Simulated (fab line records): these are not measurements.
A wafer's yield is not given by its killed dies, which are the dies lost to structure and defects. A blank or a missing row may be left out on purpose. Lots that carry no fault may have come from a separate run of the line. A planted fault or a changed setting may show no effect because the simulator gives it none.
A sampling plan put to the test / flow nand-harc / one line in one fab, 37 faults in these records, each fault weighed on the records of the lots it struck
What counts as the plan is the set of the line's own looks, namely the steps on the route at which a gauge or an inspection reads a wafer and does not change it. A look is open to judgement when struck wafers have a number at it and the file gives its usual mean and standard deviation on fault-free wafers. Caught: 4 or more of those standard deviations (sigma) separate the usual mean from the mean of the struck wafers at a look after the fault's first step. On the tool: here the same test is run on the tool's own readings at the fault's steps. It also counts as caught if the struck wafers ran another recipe or if their record alone is blank.

THE FAULTS, as the simulator had put them in
1. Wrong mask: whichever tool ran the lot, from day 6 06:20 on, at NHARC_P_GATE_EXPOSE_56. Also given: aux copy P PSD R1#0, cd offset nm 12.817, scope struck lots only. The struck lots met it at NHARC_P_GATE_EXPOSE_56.
2. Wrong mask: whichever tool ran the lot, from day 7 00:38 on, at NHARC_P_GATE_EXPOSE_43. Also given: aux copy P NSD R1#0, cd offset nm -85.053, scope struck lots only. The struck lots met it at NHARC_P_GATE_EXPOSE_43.
3. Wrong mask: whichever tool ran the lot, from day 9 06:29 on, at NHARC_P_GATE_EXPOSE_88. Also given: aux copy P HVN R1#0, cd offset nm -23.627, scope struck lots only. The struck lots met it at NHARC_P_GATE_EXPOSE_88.
4. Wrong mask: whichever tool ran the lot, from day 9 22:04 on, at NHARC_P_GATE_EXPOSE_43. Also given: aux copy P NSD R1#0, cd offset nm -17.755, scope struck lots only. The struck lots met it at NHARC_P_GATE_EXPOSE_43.
5. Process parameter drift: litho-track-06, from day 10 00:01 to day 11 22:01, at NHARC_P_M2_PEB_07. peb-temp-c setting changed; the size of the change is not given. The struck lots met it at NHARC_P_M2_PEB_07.
6. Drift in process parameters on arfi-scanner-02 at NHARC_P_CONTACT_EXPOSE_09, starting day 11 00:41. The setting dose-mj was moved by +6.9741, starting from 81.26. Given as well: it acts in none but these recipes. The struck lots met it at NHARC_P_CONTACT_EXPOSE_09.
7. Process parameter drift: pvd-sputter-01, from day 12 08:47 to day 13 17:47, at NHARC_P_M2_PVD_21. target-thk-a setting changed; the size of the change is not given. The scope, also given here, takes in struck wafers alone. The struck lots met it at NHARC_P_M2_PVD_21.
8. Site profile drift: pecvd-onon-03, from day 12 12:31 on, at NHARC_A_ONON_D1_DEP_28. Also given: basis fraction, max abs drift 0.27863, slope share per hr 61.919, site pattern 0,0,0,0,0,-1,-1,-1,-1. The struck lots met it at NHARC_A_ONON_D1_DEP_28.
9. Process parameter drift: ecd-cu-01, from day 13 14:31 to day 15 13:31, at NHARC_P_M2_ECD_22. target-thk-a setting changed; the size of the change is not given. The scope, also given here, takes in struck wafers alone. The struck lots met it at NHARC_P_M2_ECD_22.
10. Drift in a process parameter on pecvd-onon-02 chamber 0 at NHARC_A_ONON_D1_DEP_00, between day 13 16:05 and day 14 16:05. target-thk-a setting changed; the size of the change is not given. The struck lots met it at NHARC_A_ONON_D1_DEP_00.
11. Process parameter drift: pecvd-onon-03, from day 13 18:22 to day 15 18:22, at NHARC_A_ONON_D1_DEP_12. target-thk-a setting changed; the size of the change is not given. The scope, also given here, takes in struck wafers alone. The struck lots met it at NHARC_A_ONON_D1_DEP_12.
12. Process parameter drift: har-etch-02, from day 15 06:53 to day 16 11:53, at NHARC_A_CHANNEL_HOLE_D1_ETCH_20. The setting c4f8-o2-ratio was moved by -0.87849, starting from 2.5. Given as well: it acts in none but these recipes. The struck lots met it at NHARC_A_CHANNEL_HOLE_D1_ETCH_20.
13. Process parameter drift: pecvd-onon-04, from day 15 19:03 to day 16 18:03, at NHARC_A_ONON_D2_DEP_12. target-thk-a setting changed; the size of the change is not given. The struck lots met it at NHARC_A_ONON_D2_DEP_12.
14. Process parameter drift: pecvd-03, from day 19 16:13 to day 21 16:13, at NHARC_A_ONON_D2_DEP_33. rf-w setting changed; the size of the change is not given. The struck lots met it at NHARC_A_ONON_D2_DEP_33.
15. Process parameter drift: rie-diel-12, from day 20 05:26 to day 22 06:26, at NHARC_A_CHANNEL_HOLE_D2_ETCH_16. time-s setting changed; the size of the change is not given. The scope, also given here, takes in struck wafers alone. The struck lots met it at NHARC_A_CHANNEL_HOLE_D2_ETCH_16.
16. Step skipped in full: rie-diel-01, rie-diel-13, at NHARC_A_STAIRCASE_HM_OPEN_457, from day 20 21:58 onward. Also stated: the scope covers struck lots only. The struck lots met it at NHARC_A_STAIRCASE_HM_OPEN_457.
17. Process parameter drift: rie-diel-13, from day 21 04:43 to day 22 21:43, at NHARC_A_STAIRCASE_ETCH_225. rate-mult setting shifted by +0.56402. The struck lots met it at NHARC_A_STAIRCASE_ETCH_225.
18. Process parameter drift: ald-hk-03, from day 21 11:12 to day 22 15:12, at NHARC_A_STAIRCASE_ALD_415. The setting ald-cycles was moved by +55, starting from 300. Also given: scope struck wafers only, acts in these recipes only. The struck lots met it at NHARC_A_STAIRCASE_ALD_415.
19. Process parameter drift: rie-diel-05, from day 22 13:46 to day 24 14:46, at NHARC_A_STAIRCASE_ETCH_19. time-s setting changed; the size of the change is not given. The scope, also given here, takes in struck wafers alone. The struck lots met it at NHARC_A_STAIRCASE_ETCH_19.
20. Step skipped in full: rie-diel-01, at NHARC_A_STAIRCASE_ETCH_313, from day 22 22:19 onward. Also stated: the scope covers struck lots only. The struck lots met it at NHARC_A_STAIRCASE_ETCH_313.
21. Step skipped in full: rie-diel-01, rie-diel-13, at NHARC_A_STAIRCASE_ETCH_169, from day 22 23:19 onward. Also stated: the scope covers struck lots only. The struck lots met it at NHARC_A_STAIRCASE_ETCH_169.
22. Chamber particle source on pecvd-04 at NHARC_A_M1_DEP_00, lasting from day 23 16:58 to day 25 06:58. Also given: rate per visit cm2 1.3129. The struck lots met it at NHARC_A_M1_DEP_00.
23. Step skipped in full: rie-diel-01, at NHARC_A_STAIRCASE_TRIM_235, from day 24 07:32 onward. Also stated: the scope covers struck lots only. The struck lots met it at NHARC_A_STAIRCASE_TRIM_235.
24. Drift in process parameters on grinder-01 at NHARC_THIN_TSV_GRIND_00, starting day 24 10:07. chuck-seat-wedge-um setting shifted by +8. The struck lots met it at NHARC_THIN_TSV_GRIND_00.
25. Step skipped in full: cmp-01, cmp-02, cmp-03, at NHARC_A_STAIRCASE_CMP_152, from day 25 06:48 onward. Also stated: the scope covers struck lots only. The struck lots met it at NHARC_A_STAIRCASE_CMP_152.
26. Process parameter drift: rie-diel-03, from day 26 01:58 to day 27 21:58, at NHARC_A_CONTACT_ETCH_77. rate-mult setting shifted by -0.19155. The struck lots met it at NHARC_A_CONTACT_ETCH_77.
27. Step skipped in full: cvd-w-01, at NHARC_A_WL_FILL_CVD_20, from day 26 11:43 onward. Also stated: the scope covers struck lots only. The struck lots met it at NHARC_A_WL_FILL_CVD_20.
28. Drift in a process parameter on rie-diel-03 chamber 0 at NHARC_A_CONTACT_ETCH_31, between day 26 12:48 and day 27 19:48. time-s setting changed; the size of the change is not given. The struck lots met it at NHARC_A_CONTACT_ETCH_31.
29. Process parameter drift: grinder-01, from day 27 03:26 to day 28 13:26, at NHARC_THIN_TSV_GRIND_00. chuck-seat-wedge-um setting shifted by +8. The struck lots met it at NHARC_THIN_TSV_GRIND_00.
30. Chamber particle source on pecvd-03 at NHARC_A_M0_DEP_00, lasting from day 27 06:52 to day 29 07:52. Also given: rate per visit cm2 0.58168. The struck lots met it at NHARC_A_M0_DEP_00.
31. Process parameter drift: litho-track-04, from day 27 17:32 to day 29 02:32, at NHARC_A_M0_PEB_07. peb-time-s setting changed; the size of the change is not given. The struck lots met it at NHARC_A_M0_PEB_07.
32. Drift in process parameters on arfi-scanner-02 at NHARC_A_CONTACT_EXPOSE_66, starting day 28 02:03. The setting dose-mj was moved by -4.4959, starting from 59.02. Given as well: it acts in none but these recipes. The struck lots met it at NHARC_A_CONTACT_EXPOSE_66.
33. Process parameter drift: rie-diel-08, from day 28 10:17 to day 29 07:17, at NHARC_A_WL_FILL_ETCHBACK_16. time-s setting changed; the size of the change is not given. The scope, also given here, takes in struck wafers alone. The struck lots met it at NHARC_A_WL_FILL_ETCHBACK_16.
34. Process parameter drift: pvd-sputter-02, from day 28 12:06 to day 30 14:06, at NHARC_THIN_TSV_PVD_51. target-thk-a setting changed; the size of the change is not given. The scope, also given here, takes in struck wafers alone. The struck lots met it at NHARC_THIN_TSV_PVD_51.
35. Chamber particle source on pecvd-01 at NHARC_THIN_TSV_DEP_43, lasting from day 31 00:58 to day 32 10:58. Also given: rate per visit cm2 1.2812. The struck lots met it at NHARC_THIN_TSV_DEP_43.
36. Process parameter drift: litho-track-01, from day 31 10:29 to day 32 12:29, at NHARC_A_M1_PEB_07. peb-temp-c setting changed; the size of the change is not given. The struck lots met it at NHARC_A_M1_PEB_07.
37. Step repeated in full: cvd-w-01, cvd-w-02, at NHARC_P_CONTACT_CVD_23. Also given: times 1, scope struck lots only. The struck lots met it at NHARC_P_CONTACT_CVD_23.

WHAT THE PLAN SAW
fault=1; on the tool itself=no reading that can be judged; first look that catches it=NHARC_P_GATE_CD_MEAS_59; reading, sigma=cd-nm +7.4; median hours from its first step to that look=0.2; hours from the fault's start to the first struck lot there=4; judged looks passed uncaught=0
fault=2; on the tool itself=no reading that can be judged; first look that catches it=NHARC_P_GATE_CD_MEAS_46; reading, sigma=cd-nm -53; median hours from its first step to that look=0.2; hours from the fault's start to the first struck lot there=6; judged looks passed uncaught=0
fault=3; on the tool itself=no reading that can be judged; first look that catches it=NHARC_P_GATE_CD_MEAS_91; reading, sigma=cd-nm -11; median hours from its first step to that look=0.2; hours from the fault's start to the first struck lot there=6; judged looks passed uncaught=0
fault=4; on the tool itself=no reading that can be judged; first look that catches it=NHARC_P_GATE_CD_MEAS_46; reading, sigma=cd-nm -10; median hours from its first step to that look=0.2; hours from the fault's start to the first struck lot there=7; judged looks passed uncaught=0
fault=5; on the tool itself=plate-temp-C +19 sigma; first look that catches it=NHARC_P_M2_CD_MEAS_09; reading, sigma=cd-nm +12; median hours from its first step to that look=0.1; hours from the fault's start to the first struck lot there=6; judged looks passed uncaught=0
fault=6; on the tool itself=exposure-dose-mJ-cm2 +29 sigma; first look that catches it=NHARC_P_CONTACT_CD_MEAS_12; reading, sigma=cd-nm +4.6; median hours from its first step to that look=0.1; hours from the fault's start to the first struck lot there=11; judged looks passed uncaught=0
fault=7; on the tool itself=under 2 sigma; first look that catches it=NHARC_END_SORT_01; reading, sigma=killed-at-periphery +99 or beyond; median hours from its first step to that look=451.7; hours from the fault's start to the first struck lot there=438; judged looks passed uncaught=0
fault=8; on the tool itself=under 2 sigma; first look that catches it=NHARC_A_ONON_D1_THK_MEAS_30; reading, sigma=thk-nm -14; median hours from its first step to that look=0.5; hours from the fault's start to the first struck lot there=9; judged looks passed uncaught=0
fault=9; on the tool itself=no reading that can be judged; first look that catches it=no look after it can be judged; reading, sigma=-; median hours from its first step to that look=-; hours from the fault's start to the first struck lot there=-; judged looks passed uncaught=0
fault=10; on the tool itself=under 2 sigma; first look that catches it=NHARC_A_ONON_D1_THK_MEAS_02; reading, sigma=thk-nm -31; median hours from its first step to that look=0.5; hours from the fault's start to the first struck lot there=10; judged looks passed uncaught=0
fault=11; on the tool itself=under 2 sigma; first look that catches it=NHARC_A_ONON_D1_THK_MEAS_14; reading, sigma=thk-nm -19; median hours from its first step to that look=0.4; hours from the fault's start to the first struck lot there=10; judged looks passed uncaught=0
fault=12; on the tool itself=under 2 sigma; first look that catches it=no look after it can be judged; reading, sigma=-; median hours from its first step to that look=-; hours from the fault's start to the first struck lot there=-; judged looks passed uncaught=0
fault=13; on the tool itself=no reading that can be judged; first look that catches it=NHARC_END_SORT_01; reading, sigma=killed-dies +7.1; median hours from its first step to that look=299.3; hours from the fault's start to the first struck lot there=306; judged looks passed uncaught=1
fault=14; on the tool itself=rf-fwd-power-W +99 or beyond sigma; first look that catches it=NHARC_A_ONON_D2_THK_MEAS_34; reading, sigma=thk-nm +8.0; median hours from its first step to that look=0.3; hours from the fault's start to the first struck lot there=12; judged looks passed uncaught=0
fault=15; on the tool itself=run-length-s -99 or beyond sigma; first look that catches it=NHARC_END_SORT_01; reading, sigma=killed-dies +18; median hours from its first step to that look=277.7; hours from the fault's start to the first struck lot there=286; judged looks passed uncaught=0
fault=16; on the tool itself=the tool's record is blank for the struck wafers; first look that catches it=NHARC_END_SORT_01; reading, sigma=killed-at-array +25; median hours from its first step to that look=197.9; hours from the fault's start to the first struck lot there=203; judged looks passed uncaught=0
fault=17; on the tool itself=oes-product-au +31 sigma; first look that catches it=NHARC_END_SORT_01; reading, sigma=killed-dies +25; median hours from its first step to that look=201.0; hours from the fault's start to the first struck lot there=208; judged looks passed uncaught=0
fault=18; on the tool itself=under 2 sigma; first look that catches it=not the one look that can be judged after it; reading, sigma=strongest: killed-dies at NHARC_END_SORT_01, +2.7; median hours from its first step to that look=-; hours from the fault's start to the first struck lot there=-; judged looks passed uncaught=1
fault=19; on the tool itself=run-length-s +28 sigma; first look that catches it=NHARC_END_SORT_01; reading, sigma=killed-dies +25; median hours from its first step to that look=218.4; hours from the fault's start to the first struck lot there=257; judged looks passed uncaught=0
fault=20; on the tool itself=the tool's record is blank for the struck wafers; first look that catches it=NHARC_END_SORT_01; reading, sigma=killed-at-array +25; median hours from its first step to that look=177.7; hours from the fault's start to the first struck lot there=182; judged looks passed uncaught=0
fault=21; on the tool itself=the tool's record is blank for the struck wafers; first look that catches it=NHARC_END_SORT_01; reading, sigma=killed-at-array +25; median hours from its first step to that look=223.6; hours from the fault's start to the first struck lot there=218; judged looks passed uncaught=0
fault=22; on the tool itself=under 2 sigma; first look that catches it=NHARC_A_M1_INSPECT_11; reading, sigma=raw-defect-count +19; median hours from its first step to that look=0.9; hours from the fault's start to the first struck lot there=2; judged looks passed uncaught=0
fault=23; on the tool itself=the tool's record is blank for the struck wafers; first look that catches it=NHARC_END_SORT_01; reading, sigma=killed-at-array +25; median hours from its first step to that look=208.1; hours from the fault's start to the first struck lot there=215; judged looks passed uncaught=0
fault=24; on the tool itself=under 2 sigma; first look that catches it=NHARC_END_SORT_01; reading, sigma=killed-at-other +99 or beyond; median hours from its first step to that look=22.0; hours from the fault's start to the first struck lot there=19; judged looks passed uncaught=0
fault=25; on the tool itself=the tool's record is blank for the struck wafers; first look that catches it=NHARC_END_SORT_01; reading, sigma=killed-at-array +25; median hours from its first step to that look=130.3; hours from the fault's start to the first struck lot there=126; judged looks passed uncaught=0
fault=26; on the tool itself=oes-product-au -5.3 sigma; first look that catches it=not the one look that can be judged after it; reading, sigma=strongest: killed-at-array at NHARC_END_SORT_01, +3.4; median hours from its first step to that look=-; hours from the fault's start to the first struck lot there=-; judged looks passed uncaught=1
fault=27; on the tool itself=the tool's record is blank for the struck wafers; first look that catches it=NHARC_END_SORT_01; reading, sigma=killed-at-array +25; median hours from its first step to that look=78.5; hours from the fault's start to the first struck lot there=81; judged looks passed uncaught=0
fault=28; on the tool itself=run-length-s -99 or beyond sigma; first look that catches it=NHARC_END_SORT_01; reading, sigma=killed-at-array +25; median hours from its first step to that look=56.6; hours from the fault's start to the first struck lot there=57; judged looks passed uncaught=0
fault=29; on the tool itself=under 2 sigma; first look that catches it=NHARC_END_SORT_01; reading, sigma=killed-at-other +99 or beyond; median hours from its first step to that look=21.4; hours from the fault's start to the first struck lot there=33; judged looks passed uncaught=0
fault=30; on the tool itself=no reading that can be judged; first look that catches it=NHARC_A_M0_INSPECT_11; reading, sigma=raw-defect-count +9.0; median hours from its first step to that look=0.9; hours from the fault's start to the first struck lot there=10; judged looks passed uncaught=2
fault=31; on the tool itself=under 2 sigma; first look that catches it=NHARC_A_M0_CD_MEAS_09; reading, sigma=cd-nm +22; median hours from its first step to that look=0.1; hours from the fault's start to the first struck lot there=1; judged looks passed uncaught=0
fault=32; on the tool itself=exposure-dose-mJ-cm2 -55 sigma; first look that catches it=NHARC_A_CONTACT_CD_MEAS_69; reading, sigma=cd-nm -5.3; median hours from its first step to that look=0.1; hours from the fault's start to the first struck lot there=3; judged looks passed uncaught=0
fault=33; on the tool itself=run-length-s -27 sigma; first look that catches it=NHARC_END_SORT_01; reading, sigma=killed-at-array +24; median hours from its first step to that look=108.0; hours from the fault's start to the first struck lot there=111; judged looks passed uncaught=0
fault=34; on the tool itself=under 2 sigma; first look that catches it=NHARC_END_SORT_01; reading, sigma=killed-at-other +21; median hours from its first step to that look=13.9; hours from the fault's start to the first struck lot there=22; judged looks passed uncaught=1
fault=35; on the tool itself=under 2 sigma; first look that catches it=NHARC_END_SORT_01; reading, sigma=killed-at-other +76; median hours from its first step to that look=20.8; hours from the fault's start to the first struck lot there=46; judged looks passed uncaught=0
fault=36; on the tool itself=plate-temp-C +59 sigma; first look that catches it=NHARC_A_M1_CD_MEAS_09; reading, sigma=cd-nm +27; median hours from its first step to that look=0.1; hours from the fault's start to the first struck lot there=0; judged looks passed uncaught=0
fault=37; on the tool itself=under 2 sigma; first look that catches it=not the one look that can be judged after it; reading, sigma=-; median hours from its first step to that look=-; hours from the fault's start to the first struck lot there=-; judged looks passed uncaught=1
A dash: the fault isn't caught, or these records don't give the number.

Caught at a look: 32 of 37. Caught on the tool: 17 of 37. By one or the other: 33 of 37.
Caught on the tool alone: fault 26.
Caught at a look alone: faults 1, 2, 3, 4, 7, 8, 10, 11, 13, 22, 24, 29, 30, 31, 34, 35.
Caught by neither: faults 9, 12, 18, 37.

THINNER SAMPLING
In the worst case, this is how late the first struck lot would be measured if the look that catches a fault measured only every second or every third lot, by lot number:
fault=1; struck lots at that look, in order of time=L190; every lot=4 h; every second lot=may miss it; every third lot=may miss it
fault=2; struck lots at that look, in order of time=L152; every lot=6 h; every second lot=may miss it; every third lot=may miss it
fault=3; struck lots at that look, in order of time=L721; every lot=6 h; every second lot=may miss it; every third lot=may miss it
fault=4; struck lots at that look, in order of time=L919; every lot=7 h; every second lot=may miss it; every third lot=may miss it
fault=5; struck lots at that look, in order of time=L481, L482; every lot=6 h; every second lot=12 h; every third lot=may miss all 2
fault=6; struck lots at that look, in order of time=L936, L938, L937, L939; every lot=11 h; every second lot=29 h; every third lot=29 h
fault=7; struck lots at that look, in order of time=L854, L856; every lot=438 h; every second lot=may miss all 2; every third lot=may miss all 2
fault=8; struck lots at that look, in order of time=L625, L632; every lot=9 h; every second lot=82 h; every third lot=may miss all 2
fault=10; struck lots at that look, in order of time=L745, L746, L747; every lot=10 h; every second lot=20 h; every third lot=23 h
fault=11; struck lots at that look, in order of time=L715, L718, L719; every lot=10 h; every second lot=23 h; every third lot=may miss all 3
fault=13; struck lots at that look, in order of time=L108, L106; every lot=306 h; every second lot=may miss all 2; every third lot=may miss all 2
fault=14; struck lots at that look, in order of time=L499, L503; every lot=12 h; every second lot=may miss all 2; every third lot=may miss all 2
fault=15; struck lots at that look, in order of time=L258, L259; every lot=286 h; every second lot=323 h; every third lot=may miss all 2
fault=16; struck lots at that look, in order of time=L215, L214; every lot=203 h; every second lot=204 h; every third lot=may miss all 2
fault=17; struck lots at that look, in order of time=L553, L555; every lot=208 h; every second lot=may miss all 2; every third lot=may miss all 2
fault=19; struck lots at that look, in order of time=L568, L567; every lot=257 h; every second lot=264 h; every third lot=may miss all 2
fault=20; struck lots at that look, in order of time=L767, L766; every lot=182 h; every second lot=182 h; every third lot=may miss all 2
fault=21; struck lots at that look, in order of time=L837, L836; every lot=218 h; every second lot=240 h; every third lot=may miss all 2
fault=22; struck lots at that look, in order of time=L592, L591; every lot=2 h; every second lot=10 h; every third lot=may miss all 2
fault=23; struck lots at that look, in order of time=L924, L925; every lot=215 h; every second lot=216 h; every third lot=may miss all 2
fault=24; struck lots at that look, in order of time=L119, L124; every lot=19 h; every second lot=70 h; every third lot=may miss all 2
fault=25; struck lots at that look, in order of time=L637, L640, L638; every lot=126 h; every second lot=162 h; every third lot=may miss all 3
fault=27; struck lots at that look, in order of time=L146, L148, L147; every lot=81 h; every second lot=97 h; every third lot=97 h
fault=28; struck lots at that look, in order of time=L592; every lot=57 h; every second lot=may miss it; every third lot=may miss it
fault=29; struck lots at that look, in order of time=L411, L412; every lot=33 h; every second lot=41 h; every third lot=may miss all 2
fault=30; struck lots at that look, in order of time=L996, L997; every lot=10 h; every second lot=12 h; every third lot=may miss all 2
fault=31; struck lots at that look, in order of time=L857, L860; every lot=1 h; every second lot=25 h; every third lot=may miss all 2
fault=32; struck lots at that look, in order of time=L221, L229; every lot=3 h; every second lot=may miss all 2; every third lot=may miss all 2
fault=33; struck lots at that look, in order of time=L495, L499; every lot=111 h; every second lot=may miss all 2; every third lot=may miss all 2
fault=34; struck lots at that look, in order of time=L105; every lot=22 h; every second lot=may miss it; every third lot=may miss it
fault=35; struck lots at that look, in order of time=L567, L572; every lot=46 h; every second lot=54 h; every third lot=may miss all 2
fault=36; struck lots at that look, in order of time=L437, L439; every lot=0 h; every second lot=may miss all 2; every third lot=may miss all 2
Hours are from the fault's start to the first struck lot that is measured. The test against the limit of 4 sigma pooled every struck wafer, which means one lot taken alone may stay below that limit. Other struck lots may not be in these records.

THE LONGEST TIMED WAY FROM STEP TO LOOK
Fault 7: median gap of 451.7 hours between NHARC_P_M2_PVD_21 and NHARC_END_SORT_01. No look between them can be judged.
